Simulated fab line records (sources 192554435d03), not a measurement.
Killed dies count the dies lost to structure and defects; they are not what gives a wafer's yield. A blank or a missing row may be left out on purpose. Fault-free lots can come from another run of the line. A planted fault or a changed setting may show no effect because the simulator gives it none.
8D (eight disciplines) problem report, filled in by code -- flow n5Finfet -- the parts of the form that need people (team, actions taken, sign-off) are left out

## 1. THE PROBLEM
oesProductAu at N5_FIN_SAQP_ETCH_64 reads a mean of 1.278 a.u. on 2 wafers of 2 lots; wafers without a fault read 1.014 a.u. with a standard deviation of 0.022. That puts it +12 standard deviations away from the usual mean.
The step: etches SiO2 in CF4, target depth 1.5 nm.
Seen first at day 5 06:17 on rieSi-01, wafer L846.4. Wafers with a number at this step in the record: 27, from 9 lots. Rule for "out", or "out of limits": more than 4 standard deviations from the usual mean. All remaining wafers that have a number are taken as sound.

## 2. WHAT IT IS; WHAT IT IS NOT
question,is,is not
which readings at this step,oesProductAu,"drypumpMotorCurrentA, throttleValvePct"
which lots,"L846, L847","L834, L836, L837, L838, L852, L854, L857"
which wafers of those lots,"L846.4, L847.2","L846.3, L846.5, L847.1, L847.3"
read on which tools,rieSi-01,"rieSi-02, rieSi-06"
when,from day 5 06:17,"up to then (14 sound wafers); but 11 sound wafers of L847, L852, L854, L857 came after"

## 3. WHAT RULES OUT EACH SUSPECT
Counting: a tool at a process step up to the reading stays a suspect if it ran every lot that is out. Sound lots after the first of them don't rule it out here, since some wafers of a struck lot are sound.
- rieSi-01 at N5_FIN_SAQP_ETCH_65 (etches SiO2 in CF4, target depth 4 nm, time 4.4 s): kept. It processed each lot that is out (first: L846, day 5 04:28); up to then, its last sound lot is L838 (day 2 23:49).
- rieSi-01 at N5_FIN_SAQP_MANDREL_ETCH_58 (etches a-Si in HBr/Cl2, stops on SiNx, target depth 45 nm, bt time 10 s, time 27 s): kept. It processed each lot that is out (first: L846, day 5 04:29); up to then, its last sound lot is L838 (day 2 23:50).
- rieSi-01 at N5_FIN_SAQP_ETCH_64 (etches SiO2 in CF4, target depth 1.5 nm): kept. It processed each lot that is out (first: L846, day 5 06:17); up to then, its last sound lot is L838 (day 3 01:31). On those wafers its own readings are out: oesProductAu.
The count leaves rieSi-01 at N5_FIN_SAQP_ETCH_65, rieSi-01 at N5_FIN_SAQP_MANDREL_ETCH_58, and rieSi-01 at N5_FIN_SAQP_ETCH_64.

## 4. THE CAUSE (what the simulator had put in)
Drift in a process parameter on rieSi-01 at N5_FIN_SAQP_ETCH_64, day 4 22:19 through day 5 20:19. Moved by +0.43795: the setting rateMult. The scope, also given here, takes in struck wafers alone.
This tool is one of the 3 suspects left after counting.

## 5. SEQUENCE OF EFFECTS, ordered by route
Each row: a reading whose mean over the struck wafers that have a number lies more than 3 standard deviations from the usual. Scope: only readings with a usual standard deviation given in the record; hours: median across lots of the time from each lot's start at the first step in this table that gives one to its start at this step; sigmas: change in usual standard deviations.
hours,step,reading,usual,on struck wafers,change,sigmas
0,N5_FIN_SAQP_ETCH_64,oesProductAu,1.014 a.u.,1.278,+0.264,+12
It contains these process steps:
- N5_FIN_SAQP_ETCH_64: etches SiO2 in CF4, target depth 1.5 nm.
Later measuring or inspecting steps at which every struck wafer that the step has a row for has a number for every such reading, and none has moved that far: N5_BEOL_M4_RC_MEAS_101.

## 6. HOW IT WOULD HAVE BEEN CAUGHT EARLIER
First out-of-limits reading in this record: day 5 06:17, which is 8 hours after fault onset at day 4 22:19.
